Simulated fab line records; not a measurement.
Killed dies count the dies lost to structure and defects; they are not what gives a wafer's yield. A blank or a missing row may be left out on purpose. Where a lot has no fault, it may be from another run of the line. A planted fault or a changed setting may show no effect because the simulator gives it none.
Matching of chambers / flow n5 finfet / cmp-01 running N5_MOL_CONTACT_COAG_CMP_28: 4 sister chambers
The step polishes, stops on SiNx, t overpolish 0.85 s, target thk 14.522 nm. 8 wafers are shown with their chamber, then 6 later ones without.

EACH WAFER AND ITS CHAMBER
wafer=L597.5; chamber=1; motor current A (A)=13.7; slurry flow ml min=149.1
wafer=L602.2; chamber=0; motor current A (A)=10.2; slurry flow ml min=149.5
wafer=L602.5; chamber=2; motor current A (A)=11.2; slurry flow ml min=150.9
wafer=L603.3; chamber=3; motor current A (A)=13.4; slurry flow ml min=149.7
wafer=L603.6; chamber=3; motor current A (A)=13.6; slurry flow ml min=150.8
wafer=L604.1; chamber=1; motor current A (A)=14.3; slurry flow ml min=149.1
wafer=L604.2; chamber=2; motor current A (A)=10.8; slurry flow ml min=150.4
wafer=L604.5; chamber=0; motor current A (A)=10.7; slurry flow ml min=150.5

WAFERS WITH NO CHAMBER GIVEN
wafer=L614.2; motor current A (A)=10.6; slurry flow ml min=151.2
wafer=L614.3; motor current A (A)=10.8; slurry flow ml min=150.3
wafer=L614.5; motor current A (A)=14.2; slurry flow ml min=150.0
wafer=L615.2; motor current A (A)=10.6; slurry flow ml min=149.7
wafer=L615.4; motor current A (A)=13.6; slurry flow ml min=149.8
wafer=L615.6; motor current A (A)=13.4; slurry flow ml min=150.1

CHAMBER TAKEN BY EACH
wafer=L614.2; from the rows above=can't be placed: 2 or 0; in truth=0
wafer=L614.3; from the rows above=can't be placed: 2 or 0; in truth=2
wafer=L614.5; from the rows above=can't be placed: 1 or 3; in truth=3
wafer=L615.2; from the rows above=can't be placed: 0 or 2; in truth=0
wafer=L615.4; from the rows above=can't be placed: 3 or 1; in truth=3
wafer=L615.6; from the rows above=3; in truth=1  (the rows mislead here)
Placed correctly: 0 of 6. Unplaceable from these rows: 5, with the true chamber sitting among the candidates in 5. Number placed wrongly: 1.
How it was worked out, from the rows above alone: a wafer's distance from a chamber is the root of the sum, over the readings, of the square of ((its reading less the chamber's mean) divided by the reading's scatter). The wafer belongs to the nearest chamber; if the next one is less than 2 further off, it can't be placed. Each chamber's mean is taken over the wafers shown for it. How the scatter is found: for the shown wafers, subtract from each reading the mean of its chamber, square and add these, divide the total by (wafers less chambers), then take the root.
